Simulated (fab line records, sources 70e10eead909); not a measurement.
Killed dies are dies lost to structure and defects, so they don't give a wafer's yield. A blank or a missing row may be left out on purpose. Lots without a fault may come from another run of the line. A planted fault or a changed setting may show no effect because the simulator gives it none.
Chamber matching | flow nand_harc | NHARC_P_CONTACT_ALD_22 on ald_metal-01: 4 sister chambers
The step deposits TiN, target thk 3 nm, pulse time 1 s, ald cycles 150. 22 wafers are shown with their chamber, then 11 later ones without.

WAFERS WITH THEIR CHAMBER
wafer  | chamber | heater_power_w (W) | heater_power_outer_w (W) | precursor_pulse_height_rel
L074.1 | 3       | 1050               | 690                      | 1.036
L074.2 | 1       | 1115               | 691                      | 1.023
L074.5 | 1       | 1128               | 698                      | 1.000
L077.2 | 2       | 927                | 596                      | 0.999
L077.3 | 3       | 1068               | 686                      | 0.978
L077.5 | 3       | 1054               | 661                      | 1.024
L080.3 | 1       | 1016               | 651                      | 1.004
L080.5 | 0       | 1039               | 649                      | 0.979
L080.6 | 3       | 1048               | 662                      | 0.995
L081.1 | 2       | 960                | 609                      | 0.996
L081.2 | 0       | 1024               | 627                      | 0.986
L081.3 | 3       | 1053               | 671                      | 1.016
L083.2 | 3       | 1056               | 682                      | 1.029
L083.4 | 2       | 958                | 619                      | 1.020
L083.6 | 1       | 1038               | 662                      | 1.015
L084.2 | 1       | 1046               | 648                      | 0.983
L084.4 | 3       | 1037               | 677                      | 0.988
L084.6 | 2       | 946                | 622                      | 1.029
L085.4 | 3       | 1054               | 672                      | 0.966
L085.5 | 1       | 1053               | 654                      | 0.999
L085.6 | 2       | 944                | 609                      | 0.982
L087.2 | 3       | 1026               | 672                      | 1.000

SIGNATURES (means of the wafers above)
reading                    | chamber 0 | chamber 1 | chamber 2 | chamber 3 | scatter within a chamber
heater_power_w             | 1031.50   | 1066.00   | 947.00    | 1049.56   | 25.9
heater_power_outer_w       | 638.00    | 667.33    | 611.00    | 674.78    | 14.5
precursor_pulse_height_rel | 0.98250   | 1.00400   | 1.00520   | 1.00356   | 0.0199
Rule: a wafer's distance from a chamber is the root of the sum, over the readings, of the square of ((its reading less the chamber's mean) divided by the reading's scatter). The wafer belongs to the nearest chamber; if the next one is less than 2 further off, it can't be placed. The scatter: the root of (the sum of the squares of (reading less its chamber's mean) over the shown wafers, divided by (wafers less chambers)).

WAFERS WITHOUT THEIR CHAMBER
wafer  | heater_power_w (W) | heater_power_outer_w (W) | precursor_pulse_height_rel
L087.5 | 1062               | 630                      | 0.962
L087.6 | 1028               | 637                      | 1.004
L089.1 | 1034               | 679                      | 0.993
L089.3 | 950                | 611                      | 0.971
L089.6 | 1040               | 635                      | 0.997
L094.1 | 944                | 622                      | 1.018
L094.2 | 1026               | 669                      | 1.001
L094.5 | 1050               | 671                      | 0.992
L096.3 | 1034               | 677                      | 1.037
L096.5 | 1043               | 675                      | 0.973
L096.6 | 961                | 624                      | 0.975

WHICH CHAMBER EACH WENT THROUGH
wafer  | from the rows above          | in truth
L087.5 | can't be placed: 0 or 1      | 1
L087.6 | can't be placed: 0 or 1 or 3 | 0
L089.1 | can't be placed: 3 or 1      | 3
L089.3 | can't be placed: 2 or 0      | 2
L089.6 | can't be placed: 0 or 1 or 3 | 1
L094.1 | 2                            | 2
L094.2 | can't be placed: 3 or 1 or 0 | 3
L094.5 | can't be placed: 3 or 1 or 0 | 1
L096.3 | can't be placed: 3 or 1      | 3
L096.5 | can't be placed: 3 or 1 or 0 | 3
L096.6 | can't be placed: 2 or 0      | 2
Placed correctly: 1 of 11. Can't be placed from these rows: 10 (the true chamber is among the candidates in 10). Placed wrongly: 0.
